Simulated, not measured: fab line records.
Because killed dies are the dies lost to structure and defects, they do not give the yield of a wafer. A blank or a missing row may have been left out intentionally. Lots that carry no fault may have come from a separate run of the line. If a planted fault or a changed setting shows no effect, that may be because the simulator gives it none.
The tool behind it: which one?    flow n5_finfet    Sampling: 13 lots, 32 wafers, 6 of 1938 route steps

## WHAT THE GAUGES READ, wafer by wafer
N5_MIM_BOT_LITHO_INSPECT_12: inspects for defects (macro).
lot   measured      on                 raw_defect_count
L970  day 12 05:05  defect_inspect-01  3 1 3
L969  day 12 08:20  defect_inspect-02  1 0
L972  day 12 21:26  defect_inspect-02  5 2
L973  day 13 06:20  defect_inspect-02  4 2 5
L974  day 13 08:35  defect_inspect-01  1 0 4
L975  day 13 15:58  defect_inspect-02  2 4
L977  day 14 09:01  defect_inspect-01  3 5 1
L979  day 14 21:10  defect_inspect-02  1 1
L980  day 15 04:25  defect_inspect-01  1 3
L982  day 15 12:26  defect_inspect-02  3 2
L985  day 16 03:47  defect_inspect-02  0 1 3
L987  day 16 08:36  defect_inspect-01  1 1
L986  day 16 19:41  defect_inspect-02  1 3 1

N5_PASSIVATION_INSPECT_57: inspects for defects (macro).
lot   measured      on                 raw_defect_count
L970  day 12 15:36  defect_inspect-02  0 2 1
L969  day 12 19:55  defect_inspect-02  3 2
L972  day 13 06:35  defect_inspect-01  4 3
L973  day 13 15:23  defect_inspect-01  0 2 5
L974  day 13 17:06  defect_inspect-01  2 3 3
L975  day 14 02:59  defect_inspect-02  2 2
L977  day 14 19:31  defect_inspect-01  1 2 4
L979  day 15 06:02  defect_inspect-02  0 2
L980  day 15 19:52  defect_inspect-01  1 1
L982  day 15 23:05  defect_inspect-02  2 4
L985  day 16 13:33  defect_inspect-01  >300 >300 >300
L987  day 16 18:26  defect_inspect-01  0 3
L986  day 17 06:15  defect_inspect-02  >300 >300 300

## EACH LOT AND THE TOOL THAT RAN IT (in order: tool; ch and the chambers of the sampled wafers; start)
lot   N5_MIM_TOP_ALD_00                 N5_PASSIVATION_PRE_CLEAN_19   N5_PASSIVATION_ETCH_54              N5_PASSIVATION_PROBE_49
L970  ald_hk-02 ch 1,2, day 12 02:58    pvd_sputter-03, day 12 09:31  rie_diel-03 ch 0,3, day 12 12:28    -
L969  ald_hk-03 ch 1,3, day 12 05:38    pvd_sputter-02, day 12 13:40  rie_diel-06 ch 0,2, day 12 16:46    -
L972  ald_hk-01 ch 2,3, day 12 19:11    pvd_sputter-02, day 13 00:42  rie_diel-06 ch 0,2, day 13 03:26    -
L973  ald_hk-03 ch 1,2, day 13 01:55    pvd_sputter-03, day 13 09:23  rie_diel-06 ch 0,1,2, day 13 12:11  -
L974  ald_hk-01 ch 1,3, day 13 05:36    pvd_sputter-02, day 13 11:00  rie_diel-03 ch 0,2,3, day 13 13:52  -
L975  ald_hk-02 ch 0,2, day 13 13:37    pvd_sputter-02, day 13 20:46  rie_diel-03 ch 0,3, day 13 23:47    -
L977  ald_hk-02 ch 0,2,3, day 14 06:38  pvd_sputter-01, day 14 13:02  rie_diel-06 ch 1,2,3, day 14 16:23  -
L979  ald_hk-01 ch 0,2, day 14 17:08    pvd_sputter-01, day 14 23:21  rie_diel-03 ch 1,3, day 15 02:54    -
L980  ald_hk-03 ch 0,3, day 15 02:26    pvd_sputter-01, day 15 09:20  rie_diel-06 ch 1,2, day 15 15:32    -
L982  ald_hk-03 ch 0,3, day 15 10:04    pvd_sputter-01, day 15 17:04  rie_diel-06 ch 0, day 15 19:57      -
L985  ald_hk-03 ch 0,1, day 16 01:44    pvd_sputter-02, day 16 07:43  rie_diel-06 ch 0,1, day 16 10:25    prober-01, day 16 13:14
L987  ald_hk-02 ch 1,3, day 16 05:14    pvd_sputter-01, day 16 12:36  rie_diel-05 ch 0,2, day 16 15:18    -
L986  ald_hk-02 ch 0,2,3, day 16 15:32  pvd_sputter-01, day 17 00:05  rie_diel-06 ch 1,2, day 17 03:06    prober-01, day 17 05:57
- N5_MIM_TOP_ALD_00: deposits Al2O3, purge time 3 s, co reactant pulse time 3 s.
- N5_PASSIVATION_PRE_CLEAN_19
- N5_PASSIVATION_ETCH_54: etches SiO2 in CHF3/O2, target depth 880 nm, time 440 s.
- N5_PASSIVATION_PROBE_49

## WHAT THE TOOLS THEMSELVES READ (means of the sampled wafers that have a number; where no wafer has one, the mark that the record gives instead)
N5_MIM_TOP_ALD_00.
lot   tool       precursor_pulse_height_rel
L970  ald_hk-02  1.021
L969  ald_hk-03  0.994
L972  ald_hk-01  0.999
L973  ald_hk-03  0.985
L974  ald_hk-01  0.964
L975  ald_hk-02  1.018
L977  ald_hk-02  0.986
L979  ald_hk-01  0.984
L980  ald_hk-03  1.015
L982  ald_hk-03  1.014
L985  ald_hk-03  1.005
L987  ald_hk-02  1.012
L986  ald_hk-02  1.014

N5_PASSIVATION_PRE_CLEAN_19.
lot   tool            heater_power_w (W)
L970  pvd_sputter-03  404
L969  pvd_sputter-02  472
L972  pvd_sputter-02  486
L973  pvd_sputter-03  453
L974  pvd_sputter-02  467
L975  pvd_sputter-02  498
L977  pvd_sputter-01  442
L979  pvd_sputter-01  472
L980  pvd_sputter-01  466
L982  pvd_sputter-01  472
L985  pvd_sputter-02  465
L987  pvd_sputter-01  477
L986  pvd_sputter-01  478

N5_PASSIVATION_ETCH_54.
lot   tool         drypump_motor_current_A (A)  oes_product_au (a.u.)  rf_vpp_V (V)  showerhead_plenum_p_Torr (Torr)  throttle_valve_pct (%)
L970  rie_diel-03  5.8                          0.90                   534           2.41                             18.69
L969  rie_diel-06  5.0                          0.86                   508           2.40                             18.64
L972  rie_diel-06  5.0                          0.85                   508           2.40                             18.64
L973  rie_diel-06  5.3                          0.88                   511           2.39                             18.73
L974  rie_diel-03  5.9                          0.85                   534           2.41                             18.73
L975  rie_diel-03  5.9                          0.87                   534           2.40                             18.78
L977  rie_diel-06  5.2                          0.90                   514           2.40                             18.83
L979  rie_diel-03  5.7                          0.84                   528           2.38                             18.67
L980  rie_diel-06  5.3                          0.85                   515           2.35                             18.85
L982  rie_diel-06  5.2                          0.81                   505           2.44                             18.62
L985  rie_diel-06  5.5                          0.83                   509           2.41                             18.74
L987  rie_diel-05  5.3                          0.74                   507           2.30                             18.99
L986  rie_diel-06  5.5                          0.85                   515           2.35                             18.89

N5_PASSIVATION_PROBE_49.
lot   tool       defect_limited_yield (%)  killed_at_M0_to_M3  killed_at_M4_up  killed_at_contacts  killed_at_front_end  killed_at_other  killed_dies  killed_on_rim  killed_open  killed_short  sort_bin_4_leakage (%)  sort_bin_5_function (%)  sort_bin_6_memory (%)  sort_bin_8_speed (%)  sort_n_pass  sort_yield_pct (%)
L985  prober-01  86.5                      36                  9                10                  39                   65.0             159          26             65           31            0.00                    8.1                      3.9                    0.00                  1021         86.5
L986  prober-01  84.1                      33                  22               13                  43                   77.7             188          30             72           36            0.03                    10.0                     4.2                    0.00                  992          84.0

## THE ANSWER, worked out from the rows above alone
Rule: the lots themselves supply what counts as usual. The widest of any qualifying gaps counts: lots, ordered by their means at a reading, are off when they make up no more than a third of the lots, leave a main group of 4 or more, and stand apart from it by 3 or more times the standard deviation of that group's means. Not used: any main group whose means are identical at the precision the tables above print for the reading. Also off: a lot with no number at a reading for which 4 or more lots have one. All remaining lots with rows at the step are treated as sound. After the gauges, taken in route order, come the tools' own readings; for these a lot's mean is taken, as printed above. At the first step where some lot is off, the reading lying furthest off is the one used; lots without a number count as furthest.
Off: L985, L986, at N5_PASSIVATION_INSPECT_57 (raw_defect_count). Without a number there: L985. The main group has a mean of 2.1 with a standard deviation of 0.82.
If a tool, at a process step before that reading, ran all the lots that are off and no sound lot after the first of them, it fits. The gauges at N5_PASSIVATION_INSPECT_57 are tried like those tools. Can't be told from this: 2 tools fit, rie_diel-06 at N5_PASSIVATION_ETCH_54, prober-01 at N5_PASSIVATION_PROBE_49.

## WHAT HAD BEEN PUT IN BY THE SIMULATOR
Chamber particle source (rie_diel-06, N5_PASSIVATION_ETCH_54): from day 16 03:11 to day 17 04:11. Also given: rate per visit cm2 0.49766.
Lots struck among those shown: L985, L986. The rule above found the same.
